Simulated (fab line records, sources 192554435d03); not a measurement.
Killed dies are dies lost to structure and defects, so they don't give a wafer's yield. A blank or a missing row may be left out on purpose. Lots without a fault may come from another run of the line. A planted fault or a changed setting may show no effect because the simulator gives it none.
fab line records | flow n5_finfet
record lots=10 wafers=29 last_day=18
route steps=1938 shown MOL_CONTACT_COAG@581 BEOL_M4@1111 TV_OPEN@1889 PAD_METAL@1893 PASSIVATION@1936 END@1938
lots that met no fault: from a run of the same line without faults
start_h: hours from the record's first day to the start of the lot's first wafer shown | wait_h: hours since the lot's step before | " the same as in the row above | L1.1+2: a row that stands for several wafers | - no value, or no start given | * or withheld: withheld | < > ~ a bound
route shown NAME@n: a module of which the file shows steps, and the number in the route of the first | usual: mean/standard deviation of fault-free wafers | same: alike in all rows | chamber/n: place in a boat | sites: the reading at each site | _std_site: their standard deviation | _edge_site: outer sites' mean less inner sites' | radius_mm: how far each site lies from the wafer's centre | mask NAME#n: copy n | behind: the tool/chamber that last shaped the wafer | hold: why the lot was held/for how many hours/how that ended | device: the transistor (n, p or np) that didn't switch | end of line: the same wafers' tests at the end of the route | a step without rows: its recipe alone | killed: dies lost to structure and defects at the first sort, not the wafer's yield | map: a wafer's dies, x killed, . not, _ none there
set.NAME: the setting as run; set.NAME@STEP: as run at that earlier step | model.NAME: the simulator's own value behind a step, which no gauge read
steps of the route over a sample of lots; a table a step, a row a wafer
services: from which hour (start_h, from the record's first day; less than 0 if before it) a tool's chamber was out of use, for how many hours, and why
## steps
# step N5_MOL_CONTACT_COAG_ETCH_91
# recipe chemistry=N2/H2 target=SOC target_depth_a=600 overetch_a=210 mask_material=SiARC temp_c=40 time_s=101.2 ion_energy_ev=200 pressure_mtorr=30 source_w=840 bias_w=150 n2_flow_sccm=200 h2_flow_sccm=200
# usual drypump_motor_current_A=5.8/0.53 h2_flow_sccm=200.0/0.59 oes_product_au=0.66/0.077 rf_vpp_V=525.3/2.7 showerhead_plenum_p_Torr=2.59/0.1 throttle_valve_pct=17.74/0.21
# columns lot.wafer tool chamber start_h wait_h drypump_motor_current_A h2_flow_sccm oes_product_au rf_hours_counter_h rf_vpp_V showerhead_plenum_p_Torr throttle_valve_pct
L575.1 rie_diel-06 3 116.09 0.0 5.4 200.0 0.58 245 521.2 2.39 17.94
L575.3 " 2 " " 6.3 199.0 0.60 220 522.4 2.52 18.02
L575.6 " 0 " " 5.7 200.1 0.60 - 525.8 2.63 17.83
L574.1 rie_diel-06 3 121.92 0.0 5.4 200.3 0.58 246 520.5 2.39 17.93
L574.3 " 2 " " 6.3 200.0 0.59 221 522.8 2.52 18.02
L574.6 " 0 " " 5.7 199.7 0.60 - 525.9 2.63 17.82
L576.2 rie_diel-01 3 124.77 0.0 6.6 200.9 0.59 238 524.3 2.61 17.96
L576.4 " 2 " " 5.2 200.2 0.73 - 527.4 2.72 17.71
L576.5 " 3 " " 6.5 200.7 0.59 - 526.4 2.61 17.96
L579.1 rie_diel-03 3 140.48 0.0 6.0 200.1 0.69 89 522.0 2.44 17.63
L579.4 " 3 " " 6.0 200.1 0.69 - 522.3 2.44 17.62
L579.5 " 1 " " 5.5 200.4 0.61 - 525.6 2.64 17.87
L582.2 rie_diel-06 2 162.01 0.0 6.3 200.7 0.58 239 522.9 2.52 18.06
L582.3 " 0 " " 5.7 199.5 0.69 213 526.4 2.62 17.88
L582.5 " 2 " " 6.3 200.7 0.58 - 524.2 2.52 18.07
L584.1 rie_diel-06 1 177.59 0.0 6.6 199.8 0.60 204 527.3 2.62 17.76
L584.3 " 0 " " 5.7 198.7 0.69 218 525.3 2.62 17.88
L584.4 " 2 " " 6.3 199.5 0.58 242 522.0 2.51 18.07
L586.1 rie_diel-01 1 194.96 0.0 5.8 200.7 0.56 253 520.9 2.38 17.52
L586.4 " 2 " " 5.2 199.8 0.70 - 528.4 2.71 17.73
L586.5 " 0 " " 6.3 199.5 0.64 - 527.4 2.66 17.60
L588.1 rie_diel-03 1 203.12 0.0 5.5 199.9 0.59 190 527.0 2.63 17.90
L588.3 " 2 " " 5.0 199.7 0.68 80 523.6 2.59 18.18
L588.5 " 3 " " 6.0 200.3 0.68 - 519.7 2.44 17.64
L594.5 rie_diel-01 1 238.62 0.0 5.8 200.0 0.82 - 529.6 2.69 17.12
L594.6 " 2 " " 5.2 199.7 0.68 - 528.2 2.70 17.77
L595.1 rie_diel-03 3 245.71 0.0 6.0 200.0 0.65 125 522.2 2.43 17.69
L595.2 " 1 " " 5.5 200.1 0.59 206 527.7 2.62 17.92
L595.3 " 2 " " 5.0 199.5 0.66 97 525.0 2.58 18.22
# step N5_BEOL_M4_RC_MEAS_101
# usual DIBL_N=35.7/1.5 DIBL_P=35.7/2 IOFF_N=0.155/0.026 IOFF_P=0.20/0.031 ION_N=675/11 ION_P=462/7.1 SS_N=71.3/0.57 SS_P=73.1/0.56 VT_N=250/3 VT_P=-251/3
# columns lot.wafer tool chamber start_h wait_h DIBL_N[mV/V] DIBL_P[mV/V] IOFF_N[nA/um] IOFF_P[nA/um] ION_N[uA/um] ION_P[uA/um] SS_N[mV/dec] SS_P[mV/dec] VT_N[mV] VT_P[mV]
L574.1 prober-02 0 194.13 0.0 34.0 33.8 0.141 0.19 683 462 71.2 72.1 250 -250
L574.3 " 0 " " 36.0 37.2 0.186 0.26 685 468 71.9 73.3 245 -246
L574.6 " 0 " " 33.7 33.5 0.142 0.19 678 465 70.4 72.3 249 -250
L575.1 prober-01 0 195.18 0.0 33.4 31.3 0.106 0.17 662 458 70.5 72.4 255 -253
L575.3 " 0 " " 34.5 33.0 0.128 0.19 681 469 71.2 73.6 252 -251
L575.6 " 0 " " 38.2 37.4 0.184 0.25 683 470 72.4 74.7 248 -248
L576.2 prober-02 0 199.05 0.2 36.1 34.7 0.165 0.21 674 460 72.0 72.9 248 -251
L576.4 " 0 " " 37.1 34.5 0.181 0.20 694 468 72.9 73.0 248 -252
L576.5 " 0 " " 35.4 32.9 0.140 0.18 678 464 71.3 72.6 251 -252
L579.1 prober-01 0 217.48 0.7 34.3 34.2 0.123 0.16 676 456 71.0 73.0 253 -253
L579.4 " 0 " " 31.8 31.0 0.089 0.13 667 460 70.7 72.3 259 -258
L579.5 " 0 " " 32.5 31.7 0.099 0.13 658 453 70.8 71.9 257 -258
L582.2 prober-01 0 232.45 0.2 34.5 35.2 0.134 0.16 678 463 71.0 72.7 251 -255
L582.3 " 0 " " 37.3 38.2 0.171 0.20 684 462 72.0 74.3 247 -254
L582.5 " 0 " " 37.2 37.7 0.164 0.20 682 461 71.2 74.1 250 -252
L584.1 prober-01 0 252.89 0.0 35.4 35.9 0.176 0.23 693 478 71.7 73.7 246 -247
L584.3 " 0 " " 34.8 35.0 0.153 0.21 682 471 70.9 73.1 249 -248
L584.4 " 0 " " 34.9 34.9 0.155 0.21 678 470 70.7 73.3 248 -250
L586.1 prober-02 0 267.64 0.0 34.9 35.7 0.146 0.18 680 461 70.7 72.8 249 -250
L586.4 " 0 " " 35.6 35.3 0.153 0.18 667 459 70.9 73.2 250 -250
L586.5 " 0 " " 35.3 36.2 0.148 0.20 676 465 70.3 73.6 250 -252
L588.1 prober-01 0 277.73 0.0 36.7 36.3 0.157 0.21 682 472 72.4 72.9 248 -248
L588.3 " 0 " " 37.4 37.0 0.171 0.23 683 469 72.5 73.6 248 -247
L588.5 " 0 " " 37.1 36.7 0.169 0.23 677 467 71.9 73.5 246 -247
L594.5 prober-01 0 312.16 0.6 36.4 38.0 0.163 0.20 666 459 71.1 73.1 246 -252
L594.6 " 0 " " 37.0 39.4 0.172 0.22 676 464 71.1 73.1 249 -251
L595.1 prober-02 0 320.07 0.0 36.7 38.3 0.173 0.21 680 466 72.6 73.2 247 -251
L595.2 " 0 " " 37.4 38.4 0.189 0.22 674 461 71.5 73.3 246 -251
L595.3 " 0 " " 35.5 37.9 0.159 0.21 683 462 72.3 72.8 249 -250
# step N5_PASSIVATION_STRIP_14
# recipe chemistry=O2 power_w=600 temp_c=60 pressure_mtorr=30 rf_frequency_hz=6e+07 bias_power_w=0 overash_fraction=0.5 o2_flow_sccm=225
# usual drypump_motor_current_A=5.6/0.37 o2_flow_sccm=225.1/0.65 oes_product_au=0.77/0.073 rf_vpp_V=3.6/0.91 showerhead_plenum_p_Torr=2.12/0.043 throttle_valve_pct=16.71/0.2
# columns lot.wafer tool chamber start_h wait_h drypump_motor_current_A o2_flow_sccm oes_product_au rf_hours_counter_h rf_vpp_V showerhead_plenum_p_Torr throttle_valve_pct
L574.1 rie_diel-05 2 296.48 0.1 5.5 225.5 0.85 77 2.6 2.14 16.73
L574.3 " 1 " " 5.6 225.0 0.72 191 3.9 2.10 16.79
L574.6 " 1 " " 5.6 225.7 0.72 - 3.4 2.10 16.80
L576.2 rie_diel-02 1 297.71 0.1 4.9 224.9 0.90 27 2.9 2.12 16.30
L576.4 " 2 " " 5.6 224.6 0.72 192 3.8 2.10 16.65
L576.5 " 3 " " 5.2 226.0 0.69 - 3.4 2.16 16.91
L575.1 rie_diel-04 2 303.01 0.1 6.4 224.0 0.82 86 3.6 2.12 16.75
L575.3 " 3 " " 5.7 225.1 0.85 74 3.2 2.10 16.61
L575.6 " 0 " " 5.9 225.1 0.75 - 2.9 2.11 16.74
L579.1 rie_diel-02 1 323.92 0.1 4.9 225.2 0.89 35 4.1 2.12 16.32
L579.4 " 2 " " 5.6 225.9 0.72 - 4.4 2.10 16.67
L579.5 " 3 " " 5.2 225.0 0.68 - 2.2 2.16 16.93
L582.2 rie_diel-04 0 327.86 0.1 5.9 225.2 0.74 181 2.9 2.11 16.74
L582.3 " 2 " " 6.4 225.7 0.81 92 3.7 2.12 16.75
L582.5 " 3 " " 5.7 224.7 0.83 - 2.6 2.10 16.68
L584.1 rie_diel-02 2 357.87 0.1 5.5 225.2 0.72 211 3.2 2.09 16.67
L584.3 " 3 " " 5.2 224.6 0.67 223 4.9 2.16 16.96
L584.4 " 0 " " 5.3 225.8 0.88 50 3.2 2.21 16.33
L588.1 rie_diel-05 2 378.99 0.1 5.5 224.2 0.83 101 5.3 2.13 16.77
L588.3 " 3 " " 5.6 225.5 0.82 73 2.9 2.05 16.60
L588.5 " 3 " " 5.6 225.0 0.83 - 2.9 2.05 16.62
L586.1 rie_diel-05 3 379.59 0.1 5.5 224.5 0.82 73 4.1 2.05 16.59
L586.4 " 0 " " 6.2 226.7 0.69 234 2.6 2.14 16.99
L586.5 " 0 " " 6.2 225.9 0.69 - 2.2 2.14 17.00
L594.5 rie_diel-05 1 418.35 0.0 5.6 224.6 0.69 - 2.2 2.09 16.83
L594.6 " 2 " " 5.5 225.8 0.83 - 3.7 2.13 16.76
L595.1 rie_diel-02 2 423.57 0.1 5.6 224.9 0.69 230 2.5 2.09 16.71
L595.2 " 1 " " 4.9 223.8 0.85 66 4.1 2.11 16.36
L595.3 " 3 " " 5.2 225.6 0.66 240 3.9 2.15 17.04
# step N5_PASSIVATION_DEGAS_18
# recipe ambient=vacuum temp_c=300 time_s=60
# usual heater_power_w=459/57
# columns lot.wafer tool chamber start_h wait_h heater_power_w
L574.1 pvd_sputter-01 - 297.10 0.4 452
L574.3 " - " " 423
L574.6 " - " " 419
L576.2 pvd_sputter-03 - 300.21 2.3 394
L576.4 " - " " 419
L576.5 " - " " 396
L575.1 pvd_sputter-03 - 303.69 0.5 487
L575.3 " - " " 392
L575.6 " - " " 532
L579.1 pvd_sputter-02 - 324.41 0.3 446
L579.4 " - " " 406
L579.5 " - " " 451
L582.2 pvd_sputter-03 - 328.08 0.0 551
L582.3 " - " " 384
L582.5 " - " " 493
L584.1 pvd_sputter-02 - 358.18 0.1 426
L584.3 " - " " 439
L584.4 " - " " 413
L588.1 pvd_sputter-03 - 379.50 0.3 401
L588.3 " - " " 541
L588.5 " - " " 533
L586.1 pvd_sputter-03 - 380.42 0.6 493
L586.4 " - " " 522
L586.5 " - " " 394
L594.5 pvd_sputter-02 - 419.29 0.8 409
L594.6 " - " " 613
L595.1 pvd_sputter-02 - 424.24 0.5 430
L595.2 " - " " 598
L595.3 " - " " 400
# step N5_PASSIVATION_PROBE_49
# usual defect_limited_yield=91.4/1.5 killed_at_M0_to_M3=34/10 killed_at_M4_up=15/6 killed_at_contacts=12/6 killed_at_front_end=37/11 killed_at_other=3.3/2.8 killed_dies=101/18 killed_on_rim=14/4.4 killed_open=66/14 killed_short=33/7.8 sort_bin_5_function=5.0/0.97 sort_bin_6_memory=3.2/0.72 sort_n_pass=1079/18 sort_yield_pct=91.4/1.5
# same gross_dies=1180 killed_at_back_side=0 sort_bin_4_leakage[%]=0 sort_bin_8_speed[%]=0
# columns lot.wafer tool chamber start_h wait_h defect_limited_yield[%] killed_at_M0_to_M3 killed_at_M4_up killed_at_contacts killed_at_front_end killed_at_other killed_dies killed_on_rim killed_open killed_short sort_bin_5_function[%] sort_bin_6_memory[%] sort_n_pass sort_yield_pct[%]
L576.2 prober-02 - 306.60 0.1 90.9 50 12 15 26 4 107 14 71 36 6.0 2.8 1073 90.9
L575.1 prober-02 - 309.54 0.0 91.1 45 15 7 36 2 105 10 76 26 5.8 3.1 1075 91.1
L575.3 prober-02 - 309.64 0.1 92.5 24 10 11 38 5 88 17 54 26 3.9 3.0 1092 92.5
L575.6 prober-02 - 309.79 0.3 91.0 50 19 0 33 4 106 11 67 37 4.7 3.7 1074 91.0
L579.1 prober-02 - 330.86 0.0 91.4 27 23 16 35 1 102 15 76 23 4.6 3.9 1078 91.4
L579.4 prober-02 - 331.01 0.2 92.2 32 13 18 24 5 92 10 71 20 4.4 3.1 1088 92.2
L579.5 prober-02 - 331.06 0.2 92.5 33 12 18 25 1 89 20 66 22 4.5 2.7 1091 92.5
L582.2 prober-01 - 333.92 0.1 92.4 45 11 13 17 4 90 16 61 28 4.8 2.6 1090 92.4
L582.3 prober-01 - 333.97 0.1 70.3 37 7 287 18 1 350 17 49 23 26.9 2.5 830 70.3
L582.5 prober-01 - 334.07 0.2 92.4 39 8 15 28 0 90 11 60 22 3.7 3.1 1090 92.4
L584.1 prober-02 - 365.83 0.0 89.9 42 12 11 53 1 119 27 78 41 5.0 4.8 1061 89.9
L584.3 prober-02 - 365.93 0.1 74.4 38 17 212 35 0 302 21 58 37 22.1 3.1 878 74.4
L584.4 prober-02 - 365.98 0.2 90.8 30 9 3 63 3 108 14 70 38 5.1 3.3 1072 90.8
# killed by level:class
L576.2 BEOL_M3:geometric_particle:open=10 STI_FIN_REVEAL:geometric_particle:open=9 MOL_CONTACT_COAG:geometric_particle:open=9 BEOL_M2:geometric_particle:open=9 BEOL_M0_SAQP:geometric_particle:open=7 BEOL_M3:geometric_particle:short=7 MOL_CONTACT_COAG:geometric_particle:short=6 BEOL_M0_SAQP:geometric_particle:short=6
L575.1 STI_FIN_REVEAL:geometric_particle:open=15 BEOL_M2:geometric_particle:open=12 BEOL_M1:geometric_particle:open=11 BEOL_M4:geometric_particle:open=9 BEOL_M0_SAQP:geometric_particle:short=8 BEOL_M0_SAQP:geometric_particle:open=7 GATE_CUT:geometric_particle:short=5 BEOL_M3:geometric_particle:open=5
L575.3 MOL_CONTACT_COAG:geometric_particle:open=9 STI_FIN_REVEAL:geometric_particle:open=7 BEOL_M2:geometric_particle:open=7 HKMG_FIN:area_etch=7 BEOL_M3:geometric_particle:open=6 FIN_SAQP:geometric_particle:short=5 DUMMY_GATE:geometric_particle:open=4 STARTING-WAFER:geometric_particle:short=4
L575.6 BEOL_M3:geometric_particle:open=16 BEOL_M4:geometric_particle:open=10 BEOL_M1:geometric_particle:open=10 STI_FIN_REVEAL:geometric_particle:open=9 GATE_CUT:geometric_particle:short=6 BEOL_M2:geometric_particle:open=6 STARTING-WAFER:geometric_particle:short=5 GATE_CUT:geometric_particle:open=4
L579.1 MOL_CONTACT_COAG:geometric_particle:open=15 DUMMY_GATE:geometric_particle:open=10 BEOL_M4:geometric_particle:open=10 GATE_CUT:geometric_particle:short=5 BEOL_M0_SAQP:geometric_particle:short=5 BEOL_M2:geometric_particle:open=5 FIN_SAQP:geometric_particle:open=4 BEOL_M0_SAQP:geometric_particle:open=4
L579.4 MOL_CONTACT_COAG:geometric_particle:open=16 BEOL_M1:geometric_particle:open=7 BEOL_M2:geometric_particle:open=7 STI_FIN_REVEAL:geometric_particle:open=6 BEOL_M0_SAQP:geometric_particle:short=6 BEOL_M4:geometric_particle:open=6 FIN_SAQP:geometric_particle:open=5 BEOL_M0_SAQP:geometric_particle:open=5
L579.5 MOL_CONTACT_COAG:geometric_particle:open=16 BEOL_M1:geometric_particle:open=8 BEOL_M0_SAQP:geometric_particle:open=7 BEOL_M4:geometric_particle:open=5 BEOL_M3:geometric_particle:open=5 GATE_CUT:geometric_particle:open=4 GATE_CUT:geometric_particle:short=4 BEOL_M0_SAQP:geometric_particle:short=4
L582.2 MOL_CONTACT_COAG:geometric_particle:open=13 BEOL_M1:geometric_particle:open=13 BEOL_M0_SAQP:geometric_particle:short=9 BEOL_M0_SAQP:geometric_particle:open=7 BEOL_M3:geometric_particle:open=7 BEOL_M3:geometric_particle:short=5 FIN_SAQP:geometric_particle:open=4 GATE_CUT:geometric_particle:short=3
L582.3 MOL_CONTACT_COAG:area_etch=278 MOL_CONTACT_COAG:geometric_particle:open=7 BEOL_M3:geometric_particle:short=7 BEOL_M2:geometric_particle:open=6 BEOL_M3:geometric_particle:open=6 STI_FIN_REVEAL:geometric_particle:open=5 BEOL_M0_SAQP:geometric_particle:open=5 BEOL_M0_SAQP:geometric_particle:short=5
L582.5 BEOL_M3:geometric_particle:open=21 MOL_CONTACT_COAG:geometric_particle:open=11 FIN_SAQP:geometric_particle:open=8 BEOL_M1:geometric_particle:short=7 HKMG_FIN:area_etch=6 FIN_SAQP:geometric_particle:short=4 DUMMY_GATE:geometric_particle:open=4 MOL_CONTACT_COAG:geometric_particle:short=4
L584.1 FIN_SAQP:geometric_particle:short=12 FIN_SAQP:geometric_particle:open=11 DUMMY_GATE:geometric_particle:open=11 MOL_CONTACT_COAG:geometric_particle:open=11 BEOL_M0_SAQP:geometric_particle:open=11 BEOL_M3:geometric_particle:open=9 BEOL_M0_SAQP:geometric_particle:short=6 BEOL_M0:geometric_particle:short=5
L584.3 MOL_CONTACT_COAG:area_etch=207 BEOL_M4:geometric_particle:open=10 FIN_SAQP:geometric_particle:short=9 BEOL_M0_SAQP:geometric_particle:open=9 BEOL_M3:geometric_particle:open=7 BEOL_M0_SAQP:geometric_particle:short=5 BEOL_M0:geometric_particle:open=5 DUMMY_GATE:geometric_particle:short=4
L584.4 FIN_SAQP:geometric_particle:short=15 FIN_SAQP:geometric_particle:open=14 DUMMY_GATE:geometric_particle:open=12 BEOL_M0_SAQP:geometric_particle:open=8 STI_FIN_REVEAL:geometric_particle:open=5 BEOL_M0:geometric_particle:open=5 BEOL_M4:geometric_particle:open=5 BEOL_M1:geometric_particle:open=4
# step N5_PASSIVATION_INSPECT_57
# recipe inspect_instrument=macro mode=outgoing
# usual raw_defect_count=1.8/1.3
# columns lot.wafer tool chamber start_h wait_h raw_defect_count
L574.1 defect_inspect-02 - 303.35 0.0 2
L574.3 " - " " 1
L574.6 " - " " 0
L576.2 defect_inspect-01 - 306.91 0.0 3
L576.4 " - " " 1
L576.5 " - " " 1
L575.1 defect_inspect-01 - 309.89 0.0 3
L575.3 " - " " 1
L575.6 " - " " 4
L579.1 defect_inspect-02 - 331.21 0.0 1
L579.4 " - " " 0
L579.5 " - " " 0
L582.2 defect_inspect-02 - 334.22 0.0 1
L582.3 " - " " 4
L582.5 " - " " 5
L584.1 defect_inspect-02 - 366.18 0.0 2
L584.3 " - " " 4
L584.4 " - " " 3
L588.1 defect_inspect-01 - 386.01 0.0 3
L588.3 " - " " 4
L588.5 " - " " 0
L586.1 defect_inspect-02 - 386.80 0.0 4
L586.4 " - " " 2
L586.5 " - " " 1
L594.5 defect_inspect-02 - 425.87 0.0 3
L594.6 " - " " 2
L595.1 defect_inspect-02 - 430.31 0.0 1
L595.2 " - " " 2
L595.3 " - " " 0
## services
# columns tool chamber start_h hours kind
rie_diel-06 0 95.43 9.2 repair
rie_diel-05 1 112.71 3.3 repair
pvd_sputter-03 - 144.93 4.2 repair
rie_diel-02 2 145.20 5.7 repair
rie_diel-06 2 169.03 5.1 repair
rie_diel-02 - 174.67 14.6 pm
pvd_sputter-03 - 178.36 1.0 repair
rie_diel-06 - 183.10 0.2 repair
rie_diel-02 0 190.78 2.9 repair
rie_diel-02 3 201.95 4.0 repair
rie_diel-05 3 210.20 15.3 repair
rie_diel-06 - 233.19 15.6 pm
rie_diel-06 3 251.02 9.4 repair
rie_diel-06 0 263.94 4.2 repair
rie_diel-02 3 264.08 11.4 repair
rie_diel-02 - 271.71 2.8 pm
rie_diel-06 - 277.23 4.3 pm
rie_diel-02 - 300.28 4.0 repair
rie_diel-06 2 309.91 2.8 repair
rie_diel-02 0 322.58 9.6 repair
pvd_sputter-03 - 332.92 11.1 repair
rie_diel-02 - 337.47 0.7 repair
pvd_sputter-02 - 346.78 6.9 repair
pvd_sputter-03 - 422.76 1.9 repair
## key
first_sign step=N5_PASSIVATION_PROBE_49 reading=killed_at_contacts direction=up sigmas=40 usual=12 struck=250
effect step=N5_PASSIVATION_PROBE_49 reading=sort_bin_5_function direction=up sigmas=20 usual=5.0 struck=24.5
more_kills_born_at N5_MOL_CONTACT_COAG_ETCH_91@rie_diel-06=485
met_at N5_MOL_CONTACT_COAG_ETCH_91
struck_lots L582,L584
struck_wafers L582.3,L584.3
not_acting_at N5_PASSIVATION_STRIP_14,N5_PASSIVATION_DEGAS_18,N5_PASSIVATION_INSPECT_57
onset_between 121.92 162.01
fault kind=process_parameter_drift tool=rie_diel-06 chamber=0 onset_h=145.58 steps=N5_MOL_CONTACT_COAG_ETCH_91 channel=target_depth_a offset=-208.68 shape=step end_h=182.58 acts_in=these_recipes_only stated=600
